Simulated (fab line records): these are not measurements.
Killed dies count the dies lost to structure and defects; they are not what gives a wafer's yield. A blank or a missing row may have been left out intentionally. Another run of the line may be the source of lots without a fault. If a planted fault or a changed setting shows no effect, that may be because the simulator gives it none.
Which of the tools did it? :: flow n5-finfet :: 10 lots, 30 wafers sampled, at 6 steps of a route of 1938

== WHAT THE GAUGES SHOWED, per wafer ==
N5_MOL_CONTACT_COAG_OVL_MEAS_85. Usual: VG_OVL gives 0.0 nm (standard deviation 0.86).
lot: L263
measured: day 5 07:12
on: overlay-01
VG_OVL (nm): 0.5 1.0 1.0
flag: 

lot: L264
measured: day 5 09:11
on: overlay-01
VG_OVL (nm): -0.2 0.6 -0.7
flag: 

lot: L265
measured: day 5 18:16
on: overlay-01
VG_OVL (nm): 0.8 -1.3 -0.8
flag: 

lot: L269
measured: day 6 20:26
on: overlay-01
VG_OVL (nm): -1.6 -1.1 -0.7
flag: 

lot: L270
measured: day 7 02:23
on: overlay-02
VG_OVL (nm): -1.2 -1.1 -0.4
flag: 

lot: L272
measured: day 7 10:44
on: overlay-01
VG_OVL (nm): 0.0 0.5 0.3
flag: 

lot: L274
measured: day 8 07:20
on: overlay-01
VG_OVL (nm): 0.3 -0.4 -0.7
flag: 

lot: L282
measured: day 9 21:16
on: overlay-01
VG_OVL (nm): -0.1 0.9 -0.3
flag: 

lot: L283
measured: day 10 04:01
on: overlay-01
VG_OVL (nm): 0.5 0.4 -0.3
flag: 

lot: L285
measured: day 10 20:06
on: overlay-01
VG_OVL (nm): 1.1 0.8 -0.2
flag: 

N5_MOL_CONTACT_COAG_INSPECT_57: inspects for defects (brightfield). Usual: raw-defect-count reads 232 (standard deviation 58).
lot: L263
measured: day 5 07:14
on: defect-inspect-02
raw-defect-count: 212 151 136
flag: 

lot: L264
measured: day 5 09:14
on: defect-inspect-02
raw-defect-count: 257 236 293
flag: 

lot: L265
measured: day 5 18:20
on: defect-inspect-02
raw-defect-count: 148 135 159
flag: 

lot: L269
measured: day 6 20:29
on: defect-inspect-02
raw-defect-count: 281 288 290
flag: 

lot: L270
measured: day 7 02:26
on: defect-inspect-01
raw-defect-count: 216 196 169
flag: 

lot: L272
measured: day 7 10:48
on: defect-inspect-02
raw-defect-count: 278 273 320
flag: 

lot: L274
measured: day 8 07:23
on: defect-inspect-01
raw-defect-count: 226 272 261
flag: 

lot: L282
measured: day 9 21:19
on: defect-inspect-01
raw-defect-count: 969 945 945
flag: OFF

lot: L283
measured: day 10 04:04
on: defect-inspect-01
raw-defect-count: 162 240 190
flag: 

lot: L285
measured: day 10 20:09
on: defect-inspect-01
raw-defect-count: 872 874 894
flag: OFF

N5_BEOL_M4_RC_MEAS_101. Usual: DIBL_N 36.3 mV/V, standard deviation 1.4; DIBL_P 35.7 mV/V, standard deviation 1.5; IOFF_N 0.155 nA/um, standard deviation 0.022; IOFF_P 0.204 nA/um, standard deviation 0.027; ION_N 671 uA/um, standard deviation 9; ION_P 459 uA/um, standard deviation 6.2; SS_N 71.5 mV/dec, standard deviation 0.54; SS_P 73.1 mV/dec, standard deviation 0.56; VT_N 250.2 mV, standard deviation 2.6; VT_P -251 mV, standard deviation 3.3.
lot: L263
measured: day 8 17:21
on: prober-01
DIBL_N (mV/V): 35.6 34.3 35.9
DIBL_P (mV/V): 34.2 33.4 34.4
IOFF_N (nA/um): 0.157 0.136 0.157
IOFF_P (nA/um): 0.207 0.192 0.203
ION_N (uA/um): 673 661 664
ION_P (uA/um): 457 461 457
SS_N (mV/dec): 71.9 71.4 71.1
SS_P (mV/dec): 72.7 72.6 72.8
VT_N (mV): 246.0 249.0 248.9
VT_P (mV): -248 -249 -250
flag: 

lot: L264
measured: day 8 15:50
on: prober-02
DIBL_N (mV/V): 37.2 35.4 34.5
DIBL_P (mV/V): 36.6 34.2 32.8
IOFF_N (nA/um): 0.163 0.129 0.117
IOFF_P (nA/um): 0.231 0.187 0.180
ION_N (uA/um): 675 664 659
ION_P (uA/um): 466 461 458
SS_N (mV/dec): 71.6 70.4 70.5
SS_P (mV/dec): 73.9 73.0 72.1
VT_N (mV): 247.0 253.1 252.6
VT_P (mV): -247 -248 -250
flag: 

lot: L265
measured: day 8 18:48
on: prober-01
DIBL_N (mV/V): 35.3 35.4 34.2
DIBL_P (mV/V): 35.6 35.4 33.7
IOFF_N (nA/um): 0.162 0.156 0.144
IOFF_P (nA/um): 0.216 0.221 0.187
ION_N (uA/um): 677 663 671
ION_P (uA/um): 466 462 457
SS_N (mV/dec): 71.7 71.7 70.8
SS_P (mV/dec): 73.3 73.4 72.3
VT_N (mV): 247.9 249.2 250.9
VT_P (mV): -248 -249 -251
flag: 

lot: L269
measured: day 9 17:58
on: prober-01
DIBL_N (mV/V): 39.1 38.6 38.9
DIBL_P (mV/V): 38.6 37.1 37.1
IOFF_N (nA/um): 0.197 0.182 0.195
IOFF_P (nA/um): 0.257 0.242 0.238
ION_N (uA/um): 682 665 678
ION_P (uA/um): 466 454 458
SS_N (mV/dec): 72.3 71.6 73.4
SS_P (mV/dec): 73.6 74.0 73.4
VT_N (mV): 247.3 248.6 250.4
VT_P (mV): -245 -246 -249
flag: 

lot: L270
measured: day 9 20:37
on: prober-01
DIBL_N (mV/V): 35.3 36.1 36.7
DIBL_P (mV/V): 35.5 35.9 35.6
IOFF_N (nA/um): 0.133 0.149 0.151
IOFF_P (nA/um): 0.177 0.185 0.174
ION_N (uA/um): 677 661 668
ION_P (uA/um): 462 451 447
SS_N (mV/dec): 70.9 71.3 71.6
SS_P (mV/dec): 72.4 73.4 72.5
VT_N (mV): 253.2 251.9 252.9
VT_P (mV): -255 -255 -258
flag: 

lot: L272
measured: day 10 16:14
on: prober-01
DIBL_N (mV/V): 34.8 36.0 36.4
DIBL_P (mV/V): 33.3 35.0 35.6
IOFF_N (nA/um): 0.128 0.153 0.152
IOFF_P (nA/um): 0.189 0.218 0.225
ION_N (uA/um): 669 679 662
ION_P (uA/um): 468 465 464
SS_N (mV/dec): 72.3 71.9 71.5
SS_P (mV/dec): 73.1 72.9 72.9
VT_N (mV): 252.8 248.1 250.0
VT_P (mV): -247 -248 -247
flag: 

lot: L274
measured: day 11 00:20
on: prober-01
DIBL_N (mV/V): 38.0 35.7 35.8
DIBL_P (mV/V): 37.9 35.1 35.1
IOFF_N (nA/um): 0.180 0.140 0.141
IOFF_P (nA/um): 0.227 0.175 0.172
ION_N (uA/um): 677 677 655
ION_P (uA/um): 463 456 449
SS_N (mV/dec): 71.9 71.7 71.4
SS_P (mV/dec): 73.6 73.2 72.9
VT_N (mV): 247.7 252.3 253.1
VT_P (mV): -250 -255 -254
flag: 

lot: L282
measured: day 12 20:58
on: prober-02
DIBL_N (mV/V): 36.2 36.3 35.9
DIBL_P (mV/V): 36.8 36.8 36.0
IOFF_N (nA/um): 0.153 0.158 0.143
IOFF_P (nA/um): 0.207 0.213 0.194
ION_N (uA/um): 675 671 663
ION_P (uA/um): 466 460 457
SS_N (mV/dec): 71.5 71.3 71.1
SS_P (mV/dec): 72.7 73.0 72.4
VT_N (mV): 250.7 251.5 253.7
VT_P (mV): -250 -249 -251
flag: 

lot: L283
measured: day 13 05:38
on: prober-01
DIBL_N (mV/V): 36.0 34.7 37.8
DIBL_P (mV/V): 35.2 33.2 37.7
IOFF_N (nA/um): 0.143 0.120 0.188
IOFF_P (nA/um): 0.185 0.159 0.224
ION_N (uA/um): 674 655 682
ION_P (uA/um): 459 450 464
SS_N (mV/dec): 71.3 72.0 71.5
SS_P (mV/dec): 72.9 72.7 73.9
VT_N (mV): 252.5 253.5 245.5
VT_P (mV): -254 -254 -251
flag: 

lot: L285
measured: day 13 14:47
on: prober-01
DIBL_N (mV/V): 33.6 36.1 33.8
DIBL_P (mV/V): 33.7 36.6 33.5
IOFF_N (nA/um): 0.105 0.139 0.106
IOFF_P (nA/um): 0.161 0.207 0.159
ION_N (uA/um): 653 663 644
ION_P (uA/um): 456 461 452
SS_N (mV/dec): 71.3 71.6 70.9
SS_P (mV/dec): 72.2 73.2 72.9
VT_N (mV): 254.8 251.6 255.0
VT_P (mV): -251 -251 -254
flag: 

== TOOL THAT RAN EACH LOT (tool first, then ch and the chambers of the sampled wafers, then the start) ==
lot: L263
N5_MOL_CONTACT_COAG_TI_SIL_19: pvd-sputter-01, day 4 15:52
N5_MOL_CONTACT_COAG_SIL_ANNEAL_21: rtp-anneal-01 ch 0, day 4 16:41
N5_MOL_CONTACT_COAG_CMP_28: cmp-01 ch 0,1,2, day 5 03:27

lot: L264
N5_MOL_CONTACT_COAG_TI_SIL_19: pvd-sputter-02, day 4 21:32
N5_MOL_CONTACT_COAG_SIL_ANNEAL_21: rtp-anneal-02 ch 0, day 4 22:11
N5_MOL_CONTACT_COAG_CMP_28: cmp-01 ch 1,3, day 5 06:04

lot: L265
N5_MOL_CONTACT_COAG_TI_SIL_19: pvd-sputter-02, day 5 10:22
N5_MOL_CONTACT_COAG_SIL_ANNEAL_21: rtp-anneal-02 ch 0, day 5 10:53
N5_MOL_CONTACT_COAG_CMP_28: cmp-02 ch 1,3, day 5 16:55

lot: L269
N5_MOL_CONTACT_COAG_TI_SIL_19: pvd-sputter-03, day 6 10:52
N5_MOL_CONTACT_COAG_SIL_ANNEAL_21: rtp-anneal-01 ch 0, day 6 11:24
N5_MOL_CONTACT_COAG_CMP_28: cmp-01 ch 1,2,3, day 6 18:57

lot: L270
N5_MOL_CONTACT_COAG_TI_SIL_19: pvd-sputter-01, day 6 14:13
N5_MOL_CONTACT_COAG_SIL_ANNEAL_21: rtp-anneal-01 ch 0, day 6 14:43
N5_MOL_CONTACT_COAG_CMP_28: cmp-01 ch 0,1,2, day 6 22:50

lot: L272
N5_MOL_CONTACT_COAG_TI_SIL_19: pvd-sputter-01, day 7 01:40
N5_MOL_CONTACT_COAG_SIL_ANNEAL_21: rtp-anneal-02 ch 0, day 7 02:23
N5_MOL_CONTACT_COAG_CMP_28: cmp-01 ch 0,1,2, day 7 08:50

lot: L274
N5_MOL_CONTACT_COAG_TI_SIL_19: pvd-sputter-02, day 7 20:42
N5_MOL_CONTACT_COAG_SIL_ANNEAL_21: rtp-anneal-01 ch 0, day 7 21:16
N5_MOL_CONTACT_COAG_CMP_28: cmp-04 ch 0,2, day 8 05:35

lot: L282
N5_MOL_CONTACT_COAG_TI_SIL_19: pvd-sputter-03, day 9 13:18
N5_MOL_CONTACT_COAG_SIL_ANNEAL_21: rtp-anneal-02 ch 0, day 9 13:47
N5_MOL_CONTACT_COAG_CMP_28: cmp-02 ch 1,3, day 9 20:05

lot: L283
N5_MOL_CONTACT_COAG_TI_SIL_19: pvd-sputter-02, day 9 20:33
N5_MOL_CONTACT_COAG_SIL_ANNEAL_21: rtp-anneal-01 ch 0, day 9 21:03
N5_MOL_CONTACT_COAG_CMP_28: cmp-01 ch 0,1,3, day 10 02:46

lot: L285
N5_MOL_CONTACT_COAG_TI_SIL_19: pvd-sputter-02, day 10 09:50
N5_MOL_CONTACT_COAG_SIL_ANNEAL_21: rtp-anneal-02 ch 0, day 10 10:26
N5_MOL_CONTACT_COAG_CMP_28: cmp-02 ch 0,3, day 10 17:16
- N5_MOL_CONTACT_COAG_TI_SIL_19: material Ti, target thk 4.2 nm, time 15 s.
- N5_MOL_CONTACT_COAG_SIL_ANNEAL_21: time 60 s.
- N5_MOL_CONTACT_COAG_CMP_28: polishes, stops on SiNx, t overpolish 0.85 s, target thk 14.522 nm.

== AS READ BY THE TOOLS THEMSELVES (means over the sampled wafers that have a number; for cases with no such wafer, the mark the record gives instead) ==
N5_MOL_CONTACT_COAG_TI_SIL_19. Usual: throttle-valve-pct reads 30.4 % (standard deviation 0.73).
lot: L263
tool: pvd-sputter-01
throttle-valve-pct (%): 30.3
flag: 

lot: L264
tool: pvd-sputter-02
throttle-valve-pct (%): 30.3
flag: 

lot: L265
tool: pvd-sputter-02
throttle-valve-pct (%): 29.4
flag: 

lot: L269
tool: pvd-sputter-03
throttle-valve-pct (%): 31.5
flag: 

lot: L270
tool: pvd-sputter-01
throttle-valve-pct (%): 30.0
flag: 

lot: L272
tool: pvd-sputter-01
throttle-valve-pct (%): 29.9
flag: 

lot: L274
tool: pvd-sputter-02
throttle-valve-pct (%): 30.7
flag: 

lot: L282
tool: pvd-sputter-03
throttle-valve-pct (%): 31.3
flag: 

lot: L283
tool: pvd-sputter-02
throttle-valve-pct (%): 29.8
flag: 

lot: L285
tool: pvd-sputter-02
throttle-valve-pct (%): 30.1
flag: 

N5_MOL_CONTACT_COAG_SIL_ANNEAL_21. Usual: lamp-power-pct 6.7 %, standard deviation 0.64; wafer_temp_C_max 552.3, standard deviation 0.7.
lot: L263
tool: rtp-anneal-01
lamp-power-pct (%): 7.3
wafer_temp_C_max: 551.7
flag: 

lot: L264
tool: rtp-anneal-02
lamp-power-pct (%): 6.1
wafer_temp_C_max: 553.2
flag: 

lot: L265
tool: rtp-anneal-02
lamp-power-pct (%): 6.0
wafer_temp_C_max: 552.7
flag: 

lot: L269
tool: rtp-anneal-01
lamp-power-pct (%): 7.3
wafer_temp_C_max: 552.1
flag: 

lot: L270
tool: rtp-anneal-01
lamp-power-pct (%): 7.3
wafer_temp_C_max: 551.8
flag: 

lot: L272
tool: rtp-anneal-02
lamp-power-pct (%): 6.0
wafer_temp_C_max: 553.0
flag: 

lot: L274
tool: rtp-anneal-01
lamp-power-pct (%): 7.3
wafer_temp_C_max: 551.9
flag: 

lot: L282
tool: rtp-anneal-02
lamp-power-pct (%): 6.0
wafer_temp_C_max: 552.7
flag: 

lot: L283
tool: rtp-anneal-01
lamp-power-pct (%): 7.3
wafer_temp_C_max: 551.8
flag: 

lot: L285
tool: rtp-anneal-02
lamp-power-pct (%): 6.1
wafer_temp_C_max: 552.7
flag: 

N5_MOL_CONTACT_COAG_CMP_28. Usual: motor-current-A 11.9 A, standard deviation 1.1; slurry-flow-ml-min 150.0, standard deviation 0.48; time-to-endpoint-s 4.8 s, standard deviation 2.2.
lot: L263
tool: cmp-01
motor-current-A (A): 12.1
slurry-flow-ml-min: 150.3
time-to-endpoint-s (s): 7.2
flag: 

lot: L264
tool: cmp-01
motor-current-A (A): 12.1
slurry-flow-ml-min: 149.8
time-to-endpoint-s (s): 4.9
flag: 

lot: L265
tool: cmp-02
motor-current-A (A): 12.5
slurry-flow-ml-min: 149.9
time-to-endpoint-s (s): 3.4
flag: 

lot: L269
tool: cmp-01
motor-current-A (A): 12.3
slurry-flow-ml-min: 150.3
time-to-endpoint-s (s): 3.3
flag: 

lot: L270
tool: cmp-01
motor-current-A (A): 12.1
slurry-flow-ml-min: 150.2
time-to-endpoint-s (s): 9.0
flag: 

lot: L272
tool: cmp-01
motor-current-A (A): 12.0
slurry-flow-ml-min: 150.0
time-to-endpoint-s (s): 5.9
flag: 

lot: L274
tool: cmp-04
motor-current-A (A): 11.9
slurry-flow-ml-min: 150.0
time-to-endpoint-s (s): 4.3
flag: 

lot: L282
tool: cmp-02
motor-current-A (A): 13.7
slurry-flow-ml-min: 149.9
time-to-endpoint-s (s): 4.9
flag: 

lot: L283
tool: cmp-01
motor-current-A (A): 11.2
slurry-flow-ml-min: 149.7
time-to-endpoint-s (s): 3.1
flag: 

lot: L285
tool: cmp-02
motor-current-A (A): 11.9
slurry-flow-ml-min: 149.8
time-to-endpoint-s (s): 3.1
flag: 

== THE ANSWER, worked out from the rows above alone ==
Rule: a lot is off if the mean of its wafers that have a number lies more than 3 standard deviations from the usual mean. Also off: a lot with no number at a reading for which 4 or more lots have one. Any other lot the step has rows for is counted as sound. After the gauges, taken in route order, come the tools' own readings; for these a lot's mean is taken, as printed above. The first step at which some lot is off is used, and at that step the reading that is off furthest; a lot without a number counts as furthest.
Off, at N5_MOL_CONTACT_COAG_INSPECT_57 on raw-defect-count: L282, L285.
If a tool, at a process step before that reading, ran all the lots that are off and no sound lot after the first of them, it fits. Those tools and the gauges at N5_MOL_CONTACT_COAG_INSPECT_57 are tried in the same way. This does not decide it: 2 tools fit, namely rtp-anneal-02 at N5_MOL_CONTACT_COAG_SIL_ANNEAL_21 and cmp-02 at N5_MOL_CONTACT_COAG_CMP_28.

== WHAT HAD BEEN PUT IN BY THE SIMULATOR ==
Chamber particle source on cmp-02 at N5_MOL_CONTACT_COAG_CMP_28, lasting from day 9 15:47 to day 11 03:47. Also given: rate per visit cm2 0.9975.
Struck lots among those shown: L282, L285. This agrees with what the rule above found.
